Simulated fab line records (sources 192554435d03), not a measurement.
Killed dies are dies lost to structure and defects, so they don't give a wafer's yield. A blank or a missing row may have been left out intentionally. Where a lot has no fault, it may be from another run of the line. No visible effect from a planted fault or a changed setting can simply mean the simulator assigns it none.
fab line records	flow n5_finfet	part 1 of 2: steps 1 to 26 of 27
record: lots: 6	wafers: 18	last_day: 17
route steps=1938 shown BEOL_M6@1257 BEOL_M7@1263 PASSIVATION@1936
lots that met no fault: taken from a fault-free run of the same line
start_h: start of the lot's first displayed wafer, in hours after the record's first day	wait_h: time in hours since the lot's previous step	" as in the row above	L1.1+2: a single row standing in for several wafers	- no value, or no start given	* or withheld: withheld	< > ~ a bound
route shown NAME@n: NAME is a module with steps in the file, n the number in the route of the first one	usual: the fault-free wafers' mean and standard deviation	same: alike in all rows	chamber/n: place in a boat	sites: the reading at each site	_std_site: standard deviation of those values	_edge_site: outer sites' mean less inner sites'	radius_mm: for every site, how far away it sits from the centre of the wafer	mask NAME#n: copy n	behind: tool/chamber where the wafer was last shaped	hold: why the lot was held/for how many hours/how that ended	device: which transistor (n, p or np) failed to switch	end of line: the route-end tests of the same wafers	a step given without rows: its recipe and nothing more	killed: dies that structure and defects cost at the first sort, which is not the same as the wafer's yield	map: dies across one wafer; x = killed, . = not, _ = none there
set.NAME: the setting as run; set.NAME@STEP: as run at that earlier step	model.NAME: the simulator's own value behind a step, which no gauge read
a table for each step, a row for each wafer; lots at some steps of the route
services: when a tool's chamber went out of use (start_h, in hours from the record's first day, below 0 if earlier), for how many hours, and the reason
== steps ==
step: N5_BEOL_M6_CMP_52
recipe: stop_on: SiCOH_lowk	t_overpolish_s: 6.9	down_force_psi: 1	platen_rpm: 50	clearing_platen_down_force_psi: 1.5	clearing_platen_rpm: 50	post_cmp_clean: cu_alkaline	target_thk_nm: 80	clearing_platen_pad_velocity_m_s: 0.99484	pad_velocity_m_s: 0.99484
step: N5_BEOL_M6_THK_MEAS_53
recipe: thk_meas_gauge: xrf	reads: Cu_of_BEOL_M6_ECD_50
usual: M6_THK: 78.8/2.6
lot.wafer	tool	chamber	start_h	wait_h	M6_THK[nm]
L503.2	film_metro-01	-	209.02	-	79.3
L503.4	"	-	"	"	80.9
L503.6	"	-	"	"	81.4
L505.1	film_metro-02	-	226.51	-	78.0
L505.2	"	-	"	"	81.9
L505.5	"	-	"	"	81.5
L507.2	film_metro-01	-	237.38	-	78.6
L507.3	"	-	"	"	80.8
L507.5	"	-	"	"	78.4
L509.1	film_metro-01	-	246.81	-	81.5
L509.2	"	-	"	"	77.9
L509.4	"	-	"	"	78.0
L518.2	film_metro-02	-	291.73	-	80.4
L518.4	"	-	"	"	83.3
L518.5	"	-	"	"	83.1
L519.3	film_metro-01	-	324.83	-	79.7
L519.5	"	-	"	"	77.8
L519.6	"	-	"	"	79.3
step: N5_BEOL_M6_PRE_CLEAN_55
recipe: gas: NH3	time_s: 15	temp_c: withheld	rf_power_w: 300
step: N5_BEOL_M6_DEP_56
recipe: material: SiCN	target_thk_a: 100	temp_c: withheld	precursor: 3MS/NH3	pressure_torr: 3	rf_w: 202	time_s: 17.5
usual: showerhead_plenum_p_Torr: 3.662/0.013	throttle_valve_pct: 8.96/0.27
lot.wafer	tool	chamber	start_h	wait_h	showerhead_plenum_p_Torr	throttle_valve_pct
L503.2	pecvd-04	0	209.09	0.0	3.657	9.01
L503.4	"	1	"	"	3.676	8.90
L503.6	"	1	"	"	3.666	9.04
L505.1	pecvd-04	0	226.58	0.0	3.653	8.91
L505.2	"	1	"	"	3.673	9.27
L505.5	"	1	"	"	3.668	9.27
L507.2	pecvd-01	2	237.45	0.0	3.658	9.17
L507.3	"	0	"	"	3.658	9.06
L507.5	"	2	"	"	3.653	9.02
L509.1	pecvd-04	0	246.87	0.0	3.658	9.02
L509.2	"	1	"	"	3.668	9.31
L509.4	"	2	"	"	3.634	8.67
L518.2	pecvd-01	1	291.79	0.0	3.680	9.08
L518.4	"	1	"	"	3.677	9.10
L518.5	"	2	"	"	3.663	9.60
L519.3	pecvd-04	0	324.89	0.0	3.658	8.96
L519.5	"	0	"	"	3.665	9.00
L519.6	"	1	"	"	3.664	9.10
step: N5_BEOL_M6_RS_MEAS_57
recipe: thk_meas_gauge: four-point-probe	reads: Cu_of_BEOL_M6_ECD_50+Co_of_BEOL_M6_CVD_78+TaN_of_BEOL_M6_ALD_77
usual: M6_RS: 0.292/0.011
lot.wafer	tool	chamber	start_h	wait_h	M6_RS[ohm/sq]
L503.2	film_metro-02	-	209.18	0.1	0.292
L503.4	"	-	"	"	0.285
L503.6	"	-	"	"	0.284
L505.1	film_metro-02	-	226.67	0.1	0.296
L505.2	"	-	"	"	0.282
L505.5	"	-	"	"	0.283
L507.2	film_metro-01	-	237.51	0.1	0.293
L507.3	"	-	"	"	0.283
L507.5	"	-	"	"	0.291
L509.1	film_metro-01	-	246.94	0.1	0.279
L509.2	"	-	"	"	0.294
L509.4	"	-	"	"	0.295
L518.2	film_metro-02	-	291.86	0.1	0.286
L518.4	"	-	"	"	0.274
L518.5	"	-	"	"	0.275
L519.3	film_metro-01	-	324.96	0.1	0.285
L519.5	"	-	"	"	0.291
L519.6	"	-	"	"	0.289
step: N5_BEOL_M6_INSPECT_58
recipe: inspect_instrument: darkfield	mode: post_dep
usual: raw_defect_count: 69/21
lot.wafer	tool	chamber	start_h	wait_h	raw_defect_count
L503.2	defect_inspect-02	-	209.20	0.0	41
L503.4	"	-	"	"	54
L503.6	"	-	"	"	130
L505.1	defect_inspect-01	-	226.69	0.0	109
L505.2	"	-	"	"	68
L505.5	"	-	"	"	57
L507.2	defect_inspect-02	-	237.54	0.0	115
L507.3	"	-	"	"	82
L507.5	"	-	"	"	68
L509.1	defect_inspect-01	-	246.96	0.0	101
L509.2	"	-	"	"	89
L509.4	"	-	"	"	76
L518.2	defect_inspect-01	-	291.88	0.0	57
L518.4	"	-	"	"	60
L518.5	"	-	"	"	45
L519.3	defect_inspect-02	-	324.99	0.0	92
L519.5	"	-	"	"	103
L519.6	"	-	"	"	106
step: N5_BEOL_M7_ILD_DEP_00
recipe: material: SiCOH_lowk	target_thk_a: 1797.5	temp_c: 300	precursor: DEMS/porogen	pressure_torr: 5	rf_w: 500	time_s: 33.4
usual: heater_power_w: 300/62	showerhead_plenum_p_Torr: 5.735/0.017	susceptor_temp_C: 299.99/0.2	throttle_valve_pct: 13.8/1.1
lot.wafer	tool	chamber	start_h	wait_h	heater_power_w	showerhead_plenum_p_Torr	susceptor_temp_C	throttle_valve_pct
L503.2	pecvd-03	1	209.24	0.0	242	5.697	299.82	14.7
L503.4	"	0	"	"	282	5.718	300.03	17.2
L503.6	"	1	"	"	250	5.698	299.99	14.5
L505.1	pecvd-04	0	226.73	0.0	299	5.711	300.10	13.6
L505.2	"	1	"	"	229	5.738	299.98	14.1
L505.5	"	0	"	"	290	5.725	299.75	13.6
L507.2	pecvd-03	0	237.58	0.0	308	5.734	300.04	17.0
L507.3	"	1	"	"	210	5.710	299.86	14.4
L507.5	"	0	"	"	311	5.725	299.99	17.0
L509.1	pecvd-02	2	247.00	0.0	383	5.748	299.78	12.9
L509.2	"	0	"	"	184	5.759	299.78	12.7
L509.4	"	1	"	"	302	5.745	299.98	13.5
L518.2	pecvd-04	2	291.92	0.0	385	5.712	299.84	13.5
L518.4	"	2	"	"	399	5.714	299.84	13.4
L518.5	"	1	"	"	265	5.731	300.39	14.0
L519.3	pecvd-03	0	325.05	0.1	335	5.741	299.96	17.2
L519.5	"	0	"	"	334	5.732	300.00	17.0
L519.6	"	2	"	"	366	5.739	300.38	12.8
step: N5_BEOL_M7_CURE_74
recipe: temp_c: 385	time_s: 240	ambient: He/Ar	material: SiCOH_lowk
usual: lamp_power_pct: 52.31/0.045	wafer_temp_C_max: 386.8/0.62
lot.wafer	tool	chamber	start_h	wait_h	lamp_power_pct	wafer_temp_C_max
L503.2	uv_cure-02	1	209.38	0.1	52.34	386.8
L503.4	"	1	"	"	52.34	387.3
L503.6	"	1	"	"	52.32	386.3
L505.1	uv_cure-01	2	226.82	0.1	52.25	386.9
L505.2	"	2	"	"	52.28	387.2
L505.5	"	2	"	"	52.27	386.9
L507.2	uv_cure-01	2	237.72	0.1	52.36	387.8
L507.3	"	2	"	"	52.24	387.9
L507.5	"	2	"	"	52.28	388.0
L509.1	uv_cure-02	2	247.35	0.3	52.36	385.9
L509.2	"	2	"	"	52.26	386.3
L509.4	"	2	"	"	52.31	386.3
L518.2	uv_cure-02	1	292.06	0.1	52.29	387.4
L518.4	"	1	"	"	52.36	387.0
L518.5	"	1	"	"	52.35	387.3
L519.3	uv_cure-03	1	325.27	0.2	52.29	386.6
L519.5	"	1	"	"	52.34	386.3
L519.6	"	1	"	"	52.22	386.5
step: N5_BEOL_M7_THK_MEAS_01
recipe: reads: SiCOH_lowk_of_BEOL_M7_ILD_DEP_00
usual: M7_ILD_THK: 156.0/2.4
lot.wafer	tool	chamber	start_h	wait_h	M7_ILD_THK[nm]
L503.2	film_metro-01	-	209.82	0.4	154.7
L503.4	"	-	"	"	156.6
L503.6	"	-	"	"	156.6
L505.1	film_metro-01	-	227.33	0.4	155.4
L505.2	"	-	"	"	156.8
L505.5	"	-	"	"	157.2
L507.2	film_metro-01	-	238.15	0.4	154.2
L507.3	"	-	"	"	155.6
L507.5	"	-	"	"	157.2
L509.1	film_metro-01	-	247.87	0.4	153.9
L509.2	"	-	"	"	156.4
L509.4	"	-	"	"	157.3
L518.2	film_metro-01	-	292.50	0.4	152.4
L518.4	"	-	"	"	156.0
L518.5	"	-	"	"	162.4
L519.3	film_metro-01	-	325.62	0.3	157.3
L519.5	"	-	"	"	158.3
L519.6	"	-	"	"	153.7
step: N5_BEOL_M7_PECVD_70
recipe: material: SiO2	target_thk_a: 200	temp_c: 400	precursor: TEOS/O2	pressure_torr: 5.5	rf_w: 450	teos_flow_sccm: 53.8	gas: O2	flow_sccm: 3000	time_s: 22.7
step: N5_BEOL_M7_HM_DEP_02
recipe: material: TiN	target_thk_a: 200	temp_c: 25	chamber_pressure_pa: 0.49996
usual: susceptor_temp_C: 25.00/0.1	throttle_valve_pct: 29.9/0.82
lot.wafer	tool	chamber	start_h	wait_h	susceptor_temp_C	throttle_valve_pct
L503.2	pvd_sputter-02	-	210.50	0.6	24.95	29.4
L503.4	"	-	"	"	24.93	29.8
L503.6	"	-	"	"	25.01	29.9
L505.1	pvd_sputter-02	-	229.22	1.8	24.79	30.8
L505.2	"	-	"	"	25.06	29.8
L505.5	"	-	"	"	24.92	29.6
L507.2	pvd_sputter-02	-	240.37	2.2	24.95	30.9
L507.3	"	-	"	"	24.93	30.3
L507.5	"	-	"	"	24.93	30.3
L509.1	pvd_sputter-02	-	249.43	1.5	25.04	30.8
L509.2	"	-	"	"	24.90	29.7
L509.4	"	-	"	"	25.17	30.4
L518.2	pvd_sputter-02	-	292.87	0.3	24.81	29.6
L518.4	"	-	"	"	24.87	29.6
L518.5	"	-	"	"	25.03	30.1
L519.3	pvd_sputter-02	-	326.98	1.3	25.10	29.7
L519.5	"	-	"	"	24.98	30.1
L519.6	"	-	"	"	24.82	29.8
step: N5_BEOL_M7_COAT_59
recipe: resist: SOC	temp_c: 250	time_s: 60	spin_rpm: 1500	resist_thk_nm: 100
step: N5_BEOL_M7_COAT_60
recipe: resist: SiARC	temp_c: 220	time_s: 60	spin_rpm: 1500	resist_thk_nm: 35
usual: heater_power_total_W: 427.3/2.2	spin_speed_rpm: 1500.1/0.79
lot.wafer	tool	chamber	start_h	wait_h	heater_power_total_W	spin_speed_rpm	model.SiARC_of_BEOL_M7_COAT_60.thk_nm
L503.2	litho_track-04	0	210.63	-	424.9	1501.5	35
L503.4	"	0	"	"	426.4	1499.6	35
L503.6	"	0	"	"	430.1	1501.6	35
L505.1	litho_track-05	0	229.35	-	430.8	1501.2	35
L505.2	"	0	"	"	428.2	1500.7	35.2
L505.5	"	0	"	"	430.7	1500.8	35.2
L507.2	litho_track-05	0	240.50	-	424.4	1678.6	33.2
L507.3	"	0	"	"	428.0	1679.2	33
L507.5	"	0	"	"	430.0	1678.4	33
L509.1	litho_track-05	0	249.56	-	429.5	1679.2	32.8
L509.2	"	0	"	"	424.1	1678.7	33
L509.4	"	0	"	"	424.4	1678.4	32.8
L518.2	litho_track-04	0	293.00	-	429.2	1499.1	35
L518.4	"	0	"	"	424.6	1499.2	35
L518.5	"	0	"	"	425.7	1498.7	35
L519.3	litho_track-03	0	327.11	-	424.0	1500.1	35
L519.5	"	0	"	"	424.1	1499.7	35
L519.6	"	0	"	"	424.5	1499.8	35
step: N5_BEOL_M7_COAT_05
recipe: resist: CAR-ArF	spin_rpm: 1500	resist_thk_nm: 90
step: N5_BEOL_M7_EBR_07
recipe: solvent: PGMEA	ebr_width_mm: 1.5
step: N5_BEOL_M7_SOFTBAKE_06
recipe: temp_c: 110	time_s: 60	resist: CAR-ArF
step: N5_BEOL_M7_EXPOSE_08
recipe: mask_id: M7	na: 1.35	source_shape: dipole	sigma_inner: 0.817	sigma_outer: 0.97	polarization: te	dose_mj: 68.25
step: N5_BEOL_M7_PEB_09
recipe: peb_temp_c: withheld	peb_time_s: 60	resist: CAR-ArF
step: N5_BEOL_M7_DEVELOP_10
recipe: develop_time_s: 30	developer: TMAH	resist: CAR-ArF	rinse_liquid: diw	dry: air_spin	dev_temp_c: 23
step: N5_BEOL_M7_CD_MEAS_11
recipe: target_cd_nm: 38.5	landing_energy_ev: 500	detector: se_inlens	polarity: opening
usual: cd_nm: 38.3/0.71
lot.wafer	tool	chamber	start_h	wait_h	cd_nm
L503.2	cd_sem-02	0	211.00	-	39.7
L503.4	"	0	"	"	39.1
L503.6	"	0	"	"	39.8
L505.1	cd_sem-03	0	229.72	-	39.1
L505.2	"	0	"	"	38.3
L505.5	"	0	"	"	38.4
L507.2	cd_sem-02	0	240.75	-	37.9
L507.3	"	0	"	"	38.0
L507.5	"	0	"	"	38.7
L509.1	cd_sem-02	0	249.93	-	37.3
L509.2	"	0	"	"	38.6
L509.4	"	0	"	"	37.5
L518.2	cd_sem-01	0	293.25	-	38.9
L518.4	"	0	"	"	39.6
L518.5	"	0	"	"	39.4
L519.3	cd_sem-02	0	327.48	-	37.6
L519.5	"	0	"	"	37.8
L519.6	"	0	"	"	38.2
step: N5_BEOL_M7_OVL_MEAS_12
recipe: points_per_wafer: 44
usual: M7_OVL: -0.4/0.87
lot.wafer	tool	chamber	start_h	wait_h	M7_OVL[nm]
L503.2	overlay-02	0	211.03	0.0	-0.9
L503.4	"	0	"	"	-1.3
L503.6	"	0	"	"	-1.5
L505.1	overlay-01	0	229.75	0.0	-0.6
L505.2	"	0	"	"	-0.2
L505.5	"	0	"	"	-0.4
L507.2	overlay-02	0	240.78	0.0	-0.4
L507.3	"	0	"	"	-0.5
L507.5	"	0	"	"	-0.5
L509.1	overlay-02	0	249.96	0.0	-1.1
L509.2	"	0	"	"	-0.7
L509.4	"	0	"	"	0.1
L518.2	overlay-02	0	293.28	0.0	-0.8
L518.4	"	0	"	"	-1.8
L518.5	"	0	"	"	-1.6
L519.3	overlay-01	0	327.51	0.0	0.1
L519.5	"	0	"	"	0.0
L519.6	"	0	"	"	0.1
step: N5_BEOL_M7_INSPECT_13
recipe: mode: adi	inspect_instrument: brightfield
usual: raw_defect_count: 393/79
lot.wafer	tool	chamber	start_h	wait_h	raw_defect_count
L503.2	defect_inspect-01	-	211.05	0.0	328
L503.4	"	-	"	"	246
L503.6	"	-	"	"	418
L505.1	defect_inspect-02	-	229.77	0.0	419
L505.2	"	-	"	"	447
L505.5	"	-	"	"	335
L507.2	defect_inspect-02	-	240.81	0.0	480
L507.3	"	-	"	"	377
L507.5	"	-	"	"	438
L509.1	defect_inspect-01	-	249.98	0.0	451
L509.2	"	-	"	"	344
L509.4	"	-	"	"	384
L518.2	defect_inspect-02	-	293.30	0.0	422
L518.4	"	-	"	"	300
L518.5	"	-	"	"	307
L519.3	defect_inspect-02	-	327.53	0.0	373
L519.5	"	-	"	"	508
L519.6	"	-	"	"	449
step: N5_BEOL_M7_DESCUM_16
recipe: chemistry: O2	time_s: 7.9	source_power_w: 50	bias_power_w: 20	pressure_mtorr: 20	rf_frequency_hz: 2.712e+07	temp_c: 40	resist: CAR-ArF	o2_flow_sccm: 225
usual: drypump_motor_current_A: 5.6/0.43	oes_product_au: 0.79/0.088	rf_vpp_V: 243.2/1.4	showerhead_plenum_p_Torr: 2.10/0.072	throttle_valve_pct: 20.54/0.2
lot.wafer	tool	chamber	start_h	wait_h	drypump_motor_current_A	oes_product_au	rf_hours_counter_h	rf_vpp_V	showerhead_plenum_p_Torr	throttle_valve_pct
L503.2	rie_diel-03	2	211.09	0.0	5.3	0.91	14	243.6	2.06	20.06
L503.4	"	1	"	"	5.4	0.87	31	244.0	2.23	20.52
L503.6	"	2	"	"	5.3	0.90	-	243.3	2.06	20.06
L505.1	rie_diel-06	2	229.81	0.0	6.0	0.68	234	243.0	2.05	20.51
L505.2	"	3	"	"	6.2	0.86	49	243.2	2.12	20.29
L505.5	"	2	"	"	6.1	0.67	-	243.9	2.05	20.50
L507.2	rie_diel-06	3	241.13	0.3	6.2	0.85	54	243.4	2.12	20.27
L507.3	"	1	"	"	5.7	0.75	192	244.2	2.07	20.63
L507.5	"	0	"	"	5.2	0.80	-	240.8	2.01	20.19
L509.1	rie_diel-06	0	251.64	1.7	5.2	0.79	97	242.0	2.01	20.22
L509.2	"	1	"	"	5.7	0.74	198	242.7	2.07	20.65
L509.4	"	2	"	"	6.0	0.67	243	243.5	2.05	20.51
L518.2	rie_diel-04	3	293.34	0.0	5.2	0.81	77	242.9	2.05	20.58
L518.4	"	0	"	"	5.9	0.70	223	240.9	2.08	20.82
L518.5	"	0	"	"	5.9	0.70	-	243.0	2.08	20.82
L519.3	rie_diel-03	0	327.65	0.1	5.1	0.70	239	242.5	2.05	20.48
L519.5	"	3	"	"	6.4	0.82	-	243.0	2.12	20.71
L519.6	"	1	"	"	5.4	0.81	-	245.7	2.22	20.57
step: N5_BEOL_M7_ETCH_61
recipe: chemistry: CF4	target: SiARC	target_depth_a: 455	mask_material: CAR-ArF	time_s: 75.8	ion_energy_ev: 80	pressure_mtorr: 40	source_w: 545	bias_w: 36	Ar_flow_sccm: 100	cf4_flow_sccm: 100	ends: cleared
usual: drypump_motor_current_A: 5.6/0.43	etch_rf_on_time_s: 76.5/2.7	mfc_ar_sccm: 99.99/0.29	oes_product_au: 0.67/0.078	rf_vpp_V: 184.1/1.2	showerhead_plenum_p_Torr: 2.15/0.064	throttle_valve_pct: 15.70/0.18
lot.wafer	tool	chamber	start_h	wait_h	drypump_motor_current_A	etch_rf_on_time_s	mfc_ar_sccm	oes_product_au	rf_hours_counter_h	rf_vpp_V	showerhead_plenum_p_Torr	throttle_valve_pct	model.etch.depth_nm	model.CAR-ArF_of_BEOL_M7_COAT_05.thk_nm
L503.2	rie_diel-03	2	211.12	0.0	5.3	74.1	100.25	0.78	14	183.7	2.11	15.20	35.03	50.6
L503.4	"	1	"	"	5.3	80.7	100.35	0.72	31	186.8	2.26	15.58	35.05	50.8
L503.6	"	2	"	"	5.3	74.5	99.85	0.78	-	182.9	2.11	15.22	35.04	50.4
L505.1	rie_diel-06	2	229.84	0.0	6.0	78.2	100.02	0.58	234	182.8	2.10	15.87	35.02	50.6
L505.2	"	3	"	"	6.2	77.1	100.34	0.73	49	183.8	2.18	15.46	35.12	50.6
L505.5	"	2	"	"	6.0	78.5	99.86	0.58	-	184.3	2.10	15.86	35.12	50.6
L507.2	rie_diel-06	3	241.16	0.0	6.2	73.1	100.10	0.72	54	183.6	2.18	15.46	33.18	53
L507.3	"	1	"	"	5.7	72.1	100.18	0.62	192	182.0	2.12	15.86	33.1	53
L507.5	"	0	"	"	5.2	77.3	99.87	0.65	-	182.4	2.08	15.52	33.02	53
L509.1	rie_diel-06	0	251.68	0.0	5.2	76.8	99.76	0.66	97	182.5	2.08	15.53	32.9	53.2
L509.2	"	1	"	"	5.7	72.8	100.10	0.61	198	185.8	2.12	15.85	32.96	52.8
L509.4	"	2	"	"	6.1	73.9	100.16	0.58	243	182.8	2.10	15.89	32.88	52.8
L518.2	rie_diel-04	3	293.37	0.0	5.1	78.5	100.21	0.70	77	184.1	2.08	15.56	35.06	50.4
L518.4	"	0	"	"	5.9	74.6	99.69	0.60	223	184.7	2.11	15.94	35.08	50.8
L518.5	"	0	"	"	5.9	74.3	99.76	0.60	-	183.7	2.11	15.93	35.01	50.6
L519.3	rie_diel-03	0	327.68	0.0	5.1	79.2	99.94	0.58	239	184.9	2.13	15.90	35	50.8
L519.5	"	3	"	"	6.3	73.7	100.20	0.71	-	184.4	2.16	15.78	35	50.4
L519.6	"	1	"	"	5.4	80.2	99.93	0.69	-	186.0	2.25	15.66	35.08	50.6
step: N5_BEOL_M7_ETCH_62
recipe: chemistry: N2/H2	target: SOC	target_depth_a: 1100	overetch_a: 220	mask_material: SiARC	temp_c: 40	time_s: 165	ion_energy_ev: 200	pressure_mtorr: 30	source_w: 840	bias_w: 150	n2_flow_sccm: 200	h2_flow_sccm: 200
usual: drypump_motor_current_A: 5.6/0.43	oes_product_au: 0.67/0.072	rf_vpp_V: 524.0/2.4	showerhead_plenum_p_Torr: 2.55/0.084	throttle_valve_pct: 17.99/0.26
lot.wafer	tool	chamber	start_h	wait_h	drypump_motor_current_A	oes_product_au	rf_hours_counter_h	rf_vpp_V	showerhead_plenum_p_Torr	throttle_valve_pct	model.SiARC_of_BEOL_M7_COAT_60.thk_nm
L503.2	rie_diel-03	2	211.18	0.0	5.3	0.76	14	523.3	2.52	17.45	28.2
L503.4	"	1	"	"	5.4	0.75	31	526.8	2.69	17.79	28.4
L503.6	"	2	"	"	5.3	0.77	-	522.4	2.52	17.46	28
L505.1	rie_diel-06	2	229.90	0.0	6.0	0.59	234	522.9	2.50	17.91	28.8
L505.2	"	3	"	"	6.2	0.72	49	524.1	2.59	17.79	28.4
L505.5	"	2	"	"	6.0	0.59	-	523.0	2.50	17.91	28.8
L507.2	rie_diel-06	3	241.22	0.0	6.2	0.72	54	525.7	2.59	17.80	26.6
L507.3	"	1	"	"	5.7	0.61	192	522.9	2.53	18.09	26.2
L507.5	"	0	"	"	5.2	0.69	-	522.2	2.44	17.53	27
L509.1	rie_diel-06	0	251.73	0.0	5.2	0.68	97	522.2	2.44	17.57	26.8
L509.2	"	1	"	"	5.7	0.61	198	523.1	2.52	18.07	26
L509.4	"	2	"	"	6.0	0.58	243	522.5	2.50	17.92	26.6
L518.2	rie_diel-04	3	293.43	0.0	5.2	0.70	77	520.5	2.47	17.87	28.8
L518.4	"	0	"	"	6.0	0.59	223	522.3	2.53	18.30	28.6
L518.5	"	0	"	"	5.9	0.60	-	524.7	2.53	18.29	28.4
L519.3	rie_diel-03	0	327.74	0.0	5.1	0.59	239	523.7	2.52	18.11	28.2
L519.5	"	3	"	"	6.4	0.70	-	525.1	2.60	18.44	28.2
L519.6	"	1	"	"	5.4	0.71	-	527.3	2.67	17.86	28.4
step: N5_BEOL_M7_STRIP_68
recipe: chemistry: N2/H2	temp_c: 40	n2_flow_sccm: 200	h2_flow_sccm: 200	rf_frequency_hz: 6e+07
== key ==
first_sign: step: N5_BEOL_M7_COAT_60	reading: spin_speed_rpm	direction: up	sigmas: 99+	usual: *	struck: *
effect none on later readings
model_effect: step: N5_BEOL_M7_COAT_60	value: SiARC_of_BEOL_M7_COAT_60.thk_nm	without: 34.9	struck: 32.97
model_effect: step: N5_BEOL_M7_ETCH_61	value: etch.depth_nm	without: 34.91	struck: 33.01
model_effect: step: N5_BEOL_M7_ETCH_62	value: SiARC_of_BEOL_M7_COAT_60.thk_nm	without: 28.37	struck: 26.53
met_at N5_BEOL_M7_COAT_60
struck_wafers L507.2,L507.3,L507.5,L509.1,L509.2,L509.4
rows_end L507.2,L507.3,L507.5
onset_between 229.35 240.50
fault: kind: process_parameter_drift	tool: litho_track-05	chamber: -	onset_h: 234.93	steps: N5_BEOL_M7_COAT_60	channel: spin_rpm	offset: *	shape: step	acts_in: *	stated: *
rows_end: these wafers met a further fault down the route, and their rows from its step on are left out
